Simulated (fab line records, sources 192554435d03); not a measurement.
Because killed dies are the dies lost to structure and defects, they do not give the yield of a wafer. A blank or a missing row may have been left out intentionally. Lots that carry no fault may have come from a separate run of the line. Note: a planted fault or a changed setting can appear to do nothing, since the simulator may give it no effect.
Which tool is to blame? ; flow n5 finfet ; 24 lots, 72 wafers sampled, at 6 steps of a route of 1938

## WHAT THE GAUGES READ, wafer by wafer
N5_ZERO_LAYER_INSPECT_20: inspects for defects (darkfield). Usual: 34 for raw defect count, sd 14.
lot;measured;on;raw defect count;flag
L074;day 1 13:23;defect inspect-02;35 16 48;
L075;day 1 19:17;defect inspect-02;30 49 63;
L076;day 2 01:25;defect inspect-02;33 25 26;
L077;day 2 07:29;defect inspect-01;69 46 18;
L078;day 2 13:35;defect inspect-02;68 33 62;
L079;day 2 19:23;defect inspect-02;46 27 27;
L080;day 3 01:26;defect inspect-02;12 18 26;
L081;day 3 07:29;defect inspect-02;22 31 35;
L082;day 3 13:17;defect inspect-02;26 35 31;
L083;day 3 19:29;defect inspect-02;53 64 39;
L084;day 4 01:23;defect inspect-01;25 24 18;
L085;day 4 07:23;defect inspect-01;34 45 58;
L086;day 4 13:15;defect inspect-02;44 39 39;
L087;day 4 19:25;defect inspect-02;46 68 56;
L088;day 5 01:44;defect inspect-01;39 61 20;
L089;day 5 07:16;defect inspect-01;42 47 50;
L090;day 5 13:26;defect inspect-02;57 47 78;
L091;day 5 19:28;defect inspect-01;43 44 26;
L092;day 6 01:25;defect inspect-01;36 25 25;
L093;day 6 07:33;defect inspect-02;63 59 37;
L094;day 6 13:17;defect inspect-02;23 23 14;
L095;day 6 19:29;defect inspect-02;29 23 54;
L096;day 7 01:16;defect inspect-02;12 22 25;
L097;day 7 07:17;defect inspect-01;45 44 52;

N5_WELL_APT_OVL_MEAS_09. Usual: NWELL_OVL -1 nm, standard deviation 6.2.
lot;measured;on;NWELL_OVL (nm);flag
L074;day 1 13:50;overlay-01;17 4 13;
L075;day 1 19:37;overlay-02;6 -3 -3;
L076;day 2 01:44;overlay-02;-3 -8 -1;
L077;day 2 07:49;overlay-01;-4 9 11;
L078;day 2 13:55;overlay-02;7 6 4;
L079;day 2 19:50;overlay-01;-2 3 -8;
L080;day 3 01:46;overlay-02;-11 -7 -8;
L081;day 3 07:49;overlay-01;2 1 1;
L082;day 3 13:45;overlay-02;-14 -4 3;
L083;day 3 19:56;overlay-01;7 -1 0;
L084;day 4 01:50;overlay-01;-6 -5 -4;
L085;day 4 07:43;overlay-01;-8 -1 1;
L086;day 4 13:35;overlay-01;-3 -5 -8;
L087;day 4 19:53;overlay-02;-4 -12 -8;
L088;day 5 02:11;overlay-02;-8 -17 -7;
L089;day 5 07:43;overlay-02;1 6 -4;
L090;day 5 13:54;overlay-02;-8 -1 5;
L091;day 5 19:55;overlay-01;1 -2 -3;
L092;day 6 01:52;overlay-02;8 5 1;
L093;day 6 08:01;overlay-01;2 -2 3;
L094;day 6 13:37;overlay-01;-2 0 4;
L095;day 6 19:49;overlay-01;-2 -8 1;
L096;day 7 01:44;overlay-02;6 1 14;
L097;day 7 07:37;overlay-02;-3 4 7;

N5_WELL_APT_INSPECT_10: inspects for defects (macro). Usual: 2.3 for raw defect count, sd 1.5.
lot;measured;on;raw defect count;flag
L074;day 1 13:52;defect inspect-01;4 4 4;
L075;day 1 19:40;defect inspect-02;1 3 0;
L076;day 2 01:46;defect inspect-01;1 2 2;
L077;day 2 07:50;defect inspect-01;6 1 3;
L078;day 2 13:56;defect inspect-02;2 3 4;
L079;day 2 19:52;defect inspect-02;1 3 1;
L080;day 3 01:47;defect inspect-01;4 3 2;
L081;day 3 07:50;defect inspect-02;4 3 0;
L082;day 3 13:47;defect inspect-01;3 2 2;
L083;day 3 19:58;defect inspect-01;3 2 2;
L084;day 4 01:52;defect inspect-01;0 2 3;
L085;day 4 07:44;defect inspect-01;2 1 1;
L086;day 4 13:37;defect inspect-02;1 2 2;
L087;day 4 19:54;defect inspect-01;4 0 1;
L088;day 5 02:13;defect inspect-02;1 2 0;
L089;day 5 07:44;defect inspect-01;0 3 3;
L090;day 5 13:55;defect inspect-02;4 2 2;
L091;day 5 19:56;defect inspect-02;6 3 4;
L092;day 6 01:53;defect inspect-01;3 1 4;
L093;day 6 08:02;defect inspect-02;3 3 2;
L094;day 6 13:38;defect inspect-02;2 1 2;
L095;day 6 19:50;defect inspect-02;4 0 2;
L096;day 7 01:45;defect inspect-02;2 0 0;
L097;day 7 07:38;defect inspect-01;2 3 1;

N5_FIN_SAQP_OVL_MEAS_17. Usual: FIN_CORE_OVL 0.0 nm, standard deviation 0.8.
lot;measured;on;FIN_CORE_OVL (nm);flag
L074;day 1 21:37;overlay-02;-0.4 -0.7 -0.4;
L075;day 2 03:52;overlay-01;0.0 0.3 1.0;
L076;day 2 10:22;overlay-01;1.0 0.5 0.3;
L077;day 2 16:14;overlay-01;-0.3 1.2 0.6;
L078;day 2 22:02;overlay-02;-1.2 -0.7 -1.5;
L079;day 3 04:05;overlay-02;-0.2 0.7 0.8;
L080;day 3 10:11;overlay-02;-1.0 -0.2 -0.7;
L081;day 3 16:10;overlay-01;0.7 -0.4 -0.9;
L082;day 3 22:12;overlay-01;1.2 1.5 -0.2;
L083;day 4 04:52;overlay-02;0.2 0.2 1.5;
L084;day 4 09:34;overlay-02;0.6 -0.2 1.8;
L085;day 4 15:34;overlay-02;0.7 -0.6 -0.4;
L086;day 4 21:54;overlay-01;1.0 -0.3 1.1;
L087;day 5 05:28;overlay-02;-0.7 -0.1 0.2;
L088;day 5 10:47;overlay-01;-0.5 -0.5 1.1;
L089;day 5 17:43;overlay-02;-0.6 -0.7 0.6;
L090;day 6 01:58;overlay-02;-0.9 -0.4 -1.6;
L091;day 6 04:59;overlay-01;-0.2 -0.4 -0.9;
L092;day 6 09:53;overlay-01;0.4 0.5 -0.9;
L093;day 6 16:04;overlay-01;0.3 -0.7 0.2;
L094;day 6 21:47;overlay-01;0.1 0.1 1.6;
L095;day 7 04:22;overlay-02;0.2 -0.7 0.2;
L096;day 7 09:52;overlay-01;0.4 0.7 0.6;
L097;day 7 15:36;overlay-02;0.5 -0.5 -1.5;

## WHICH TOOL RAN EACH LOT (tool, then ch and the chambers of the sampled wafers, then the start)
lot;N5_ZERO_LAYER_ETCH_17;N5_PMOS_HMC_CHANNEL_EPI_ETCH_32
L074;rie diel-02 ch 0,1,2, day 1 12:50;rie diel-02 ch 1,2,3, day 1 17:34
L075;rie diel-06 ch 1,2, day 1 18:45;rie diel-01 ch 2,3, day 1 23:25
L076;rie diel-02 ch 0,1, day 2 00:52;rie diel-02 ch 0,2,3, day 2 05:36
L077;rie diel-02 ch 0,2, day 2 06:56;rie diel-06 ch 1,3, day 2 11:47
L078;rie diel-02 ch 0,1,2, day 2 12:44;rie diel-06 ch 0,1, day 2 17:41
L079;rie diel-01 ch 0,2, day 2 18:50;rie diel-06 ch 0,2, day 2 23:36
L080;rie diel-02 ch 1,2,3, day 3 00:50;rie diel-01 ch 1,2,3, day 3 05:10
L081;rie diel-02 ch 0,3, day 3 06:56;rie diel-02 ch 0,1,3, day 3 11:52
L082;rie diel-02 ch 1,3, day 3 12:43;rie diel-06 ch 0,1, day 3 17:31
L083;rie diel-06 ch 1,2, day 3 18:43;rie diel-06 ch 0,2, day 3 23:59
L084;rie diel-01 ch 0,2,3, day 4 00:50;rie diel-06 ch 0,1,2, day 4 05:29
L085;rie diel-02 ch 0,2,3, day 4 06:50;rie diel-06 ch 1,2,3, day 4 11:29
L086;rie diel-06 ch 0,1,3, day 4 12:43;rie diel-06 ch 0,1,2, day 4 17:07
L087;rie diel-01 ch 1,2, day 4 18:53;rie diel-06 ch 0,1, day 5 00:12
L088;rie diel-01 ch 1,2, day 5 01:11;rie diel-01 ch 0,3, day 5 06:25
L089;rie diel-02 ch 0,3, day 5 06:43;rie diel-06 ch 0,2,3, day 5 12:51
L090;rie diel-06 ch 1,3, day 5 12:46;rie diel-02 ch 1,2,3, day 5 21:32
L091;rie diel-01 ch 0,3, day 5 18:54;rie diel-02 ch 2,3, day 6 00:50
L092;rie diel-01 ch 0,2, day 6 00:51;rie diel-06 ch 2,3, day 6 05:49
L093;rie diel-02 ch 1,2,3, day 6 06:59;rie diel-01 ch 0,2,3, day 6 11:53
L094;rie diel-02 ch 0,1,3, day 6 12:44;rie diel-06 ch 1,2,3, day 6 17:44
L095;rie diel-01 ch 0,1,3, day 6 18:52;rie diel-01 ch 0,1, day 7 00:01
L096;rie diel-02 ch 1,2,3, day 7 00:44;rie diel-02 ch 0,1, day 7 05:31
L097;rie diel-01 ch 0,1,2, day 7 06:44;rie diel-02 ch 0,1, day 7 11:07
- N5_ZERO_LAYER_ETCH_17: etches SiO2 in CF4, target depth 12 nm, time 13.3 s.
- N5_PMOS_HMC_CHANNEL_EPI_ETCH_32: etches BARC in N2/H2, stops on SiO2, target depth 85.8 nm, time 50.3 s.

## AS READ BY THE TOOLS THEMSELVES (means over the sampled wafers that have a number; for cases with no such wafer, the mark the record gives instead)
N5_ZERO_LAYER_ETCH_17. Usual: bias w 215.0 W, standard deviation 0.62; drypump motor current A 5.8 A, standard deviation 0.38; oes product au 0.76 a.u., standard deviation 0.066; rf vpp V 949 V, standard deviation 5.6; showerhead plenum p Torr 2.15 Torr, standard deviation 0.095; throttle valve pct 15.76 %, standard deviation 0.17.
lot;tool;bias w (W);drypump motor current A (A);oes product au (a.u.);rf vpp V (V);showerhead plenum p Torr (Torr);throttle valve pct (%);flag
L074;rie diel-02;215.2;5.7;0.74;949;2.14;15.79;
L075;rie diel-06;215.2;5.5;0.86;956;2.25;15.64;
L076;rie diel-02;215.9;5.7;0.78;953;2.20;15.75;
L077;rie diel-02;214.6;5.7;0.72;947;2.10;15.94;
L078;rie diel-02;214.2;5.7;0.74;949;2.14;15.81;
L079;rie diel-01;214.8;5.8;0.75;950;2.16;15.89;
L080;rie diel-02;215.4;6.0;0.75;944;2.05;15.72;
L081;rie diel-02;214.8;6.1;0.79;944;2.06;15.68;
L082;rie diel-02;215.8;6.1;0.78;943;2.04;15.58;
L083;rie diel-06;215.0;5.5;0.83;956;2.25;15.66;
L084;rie diel-01;214.3;5.9;0.73;952;2.17;15.79;
L085;rie diel-02;214.6;5.9;0.85;950;2.16;15.65;
L086;rie diel-06;215.2;5.3;0.75;950;2.17;15.87;
L087;rie diel-01;214.6;5.3;0.72;954;2.23;15.89;
L088;rie diel-01;214.8;5.3;0.72;953;2.23;15.89;
L089;rie diel-02;215.2;6.1;0.78;944;2.05;15.69;
L090;rie diel-06;215.1;5.1;0.74;950;2.17;15.87;
L091;rie diel-01;215.1;6.2;0.70;951;2.16;15.72;
L092;rie diel-01;214.3;5.8;0.73;949;2.15;15.93;
L093;rie diel-02;215.3;5.9;0.82;948;2.13;15.59;
L094;rie diel-02;215.3;5.9;0.75;947;2.11;15.72;
L095;rie diel-01;215.2;5.8;0.70;951;2.18;15.84;
L096;rie diel-02;215.1;5.9;0.82;948;2.13;15.61;
L097;rie diel-01;214.4;5.5;0.71;952;2.18;15.93;

N5_PMOS_HMC_CHANNEL_EPI_ETCH_32. Usual: bias w 150.0 W, standard deviation 0.42; drypump motor current A 5.7 A, standard deviation 0.42; oes product au 0.64 a.u., standard deviation 0.056; rf vpp V 524.8 V, standard deviation 2.8; showerhead plenum p Torr 2.58 Torr, standard deviation 0.098; throttle valve pct 18.04 %, standard deviation 0.22.
lot;tool;bias w (W);drypump motor current A (A);oes product au (a.u.);rf vpp V (V);showerhead plenum p Torr (Torr);throttle valve pct (%);flag
L074;rie diel-02;150.0;5.9;0.64;519.8;2.44;18.04;
L075;rie diel-01;149.5;5.8;0.64;525.8;2.63;17.94;
L076;rie diel-02;149.9;5.9;0.64;521.6;2.49;18.25;
L077;rie diel-06;150.3;5.2;0.65;524.8;2.58;17.99;
L078;rie diel-06;149.9;5.3;0.70;526.5;2.63;18.01;
L079;rie diel-06;150.4;6.0;0.61;525.7;2.60;17.86;
L080;rie diel-01;150.4;5.7;0.62;526.8;2.64;18.00;
L081;rie diel-02;150.2;5.9;0.66;523.9;2.53;18.02;
L082;rie diel-06;150.1;5.4;0.64;524.2;2.56;18.07;
L083;rie diel-06;149.6;6.0;0.61;525.9;2.59;17.88;
L084;rie diel-06;149.9;5.7;0.64;526.0;2.60;17.94;
L085;rie diel-06;150.4;5.5;0.64;525.9;2.62;17.93;
L086;rie diel-06;150.1;5.6;0.65;525.7;2.60;17.95;
L087;rie diel-06;150.1;5.4;0.63;524.5;2.55;18.06;
L088;rie diel-01;150.4;6.2;0.61;525.6;2.60;18.15;
L089;rie diel-06;149.9;5.6;0.59;523.5;2.55;17.98;
L090;rie diel-02;150.2;5.9;0.70;524.0;2.53;17.93;
L091;rie diel-02;150.2;6.1;0.71;522.0;2.47;18.00;
L092;rie diel-06;150.1;5.8;0.60;525.9;2.59;17.88;
L093;rie diel-01;149.9;5.9;0.61;524.9;2.60;18.18;
L094;rie diel-06;149.9;5.5;0.63;524.8;2.61;17.96;
L095;rie diel-01;150.0;5.7;0.61;524.1;2.58;18.43;
L096;rie diel-02;150.4;5.8;0.63;524.4;2.58;18.01;
L097;rie diel-02;149.8;5.7;0.63;525.5;2.63;18.21;

## THE ANSWER, worked out from the rows above alone
Rule: take the mean of a lot's wafers that have a number; if it is more than 3 standard deviations from the usual mean, the lot is off. Also off: a lot with no number at a reading for which 4 or more lots have one. The other lots that the step has rows for count as sound. Order of review: gauges by route order, followed by the tools' own readings, for which a lot's mean as printed above is used. The first step at which some lot is off is used, and at that step the reading that is off furthest; a lot without a number counts as furthest.
Nothing can be told from this: no lot is off at any reading shown.

## WHAT HAD BEEN PUT IN BY THE SIMULATOR
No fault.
